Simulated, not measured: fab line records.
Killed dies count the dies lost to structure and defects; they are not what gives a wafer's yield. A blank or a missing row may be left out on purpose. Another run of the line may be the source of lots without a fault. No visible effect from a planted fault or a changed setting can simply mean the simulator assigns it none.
Chamber matching	flow nand_harc	NHARC_A_ZERO_WELL_DESCUM_12 on rie_diel-05 has 4 sister chambers
The step chemistry O2, time 3 s. 4 wafers are shown with their chamber, then 12 later ones without.

WAFERS PAIRED WITH THEIR CHAMBERS
wafer	chamber	showerhead_plenum_p_Torr (Torr)
L090.5	2	1.82
L092.1	3	2.06
L092.2	0	1.95
L092.3	1	1.88

WAFERS MISSING THEIR CHAMBER
wafer	showerhead_plenum_p_Torr (Torr)
L093.3	1.82
L093.4	2.06
L093.6	1.95
L094.2	2.06
L094.5	2.06
L094.6	1.82
L096.1	1.82
L096.3	1.95
L096.4	1.87
L097.2	1.87
L097.4	1.82
L097.6	1.88

THE CHAMBER EACH PASSED THROUGH
wafer	from the rows above	in truth
L093.3	2	2
L093.4	3	3
L093.6	0	0
L094.2	3	3
L094.5	3	3
L094.6	2	2
L096.1	2	2
L096.3	0	0
L096.4	1	1
L097.2	1	1
L097.4	2	2
L097.6	1	1
Placed correctly: 12 of 12. Can't be placed from these rows: 0. Wrongly placed: 0.
How it was worked out, from the rows above alone: a wafer's distance from a chamber is the root of the sum, over the readings, of the square of ((its reading less the chamber's mean) divided by the reading's scatter). If the next closest chamber is less than 2 further off than the closest, the wafer can't be placed; otherwise it belongs to the closest. Each chamber's mean is taken over the wafers shown for it. The scatter: with one shown wafer a chamber, the root of the mean of the squares of how far each hidden wafer lies from its nearest shown one.
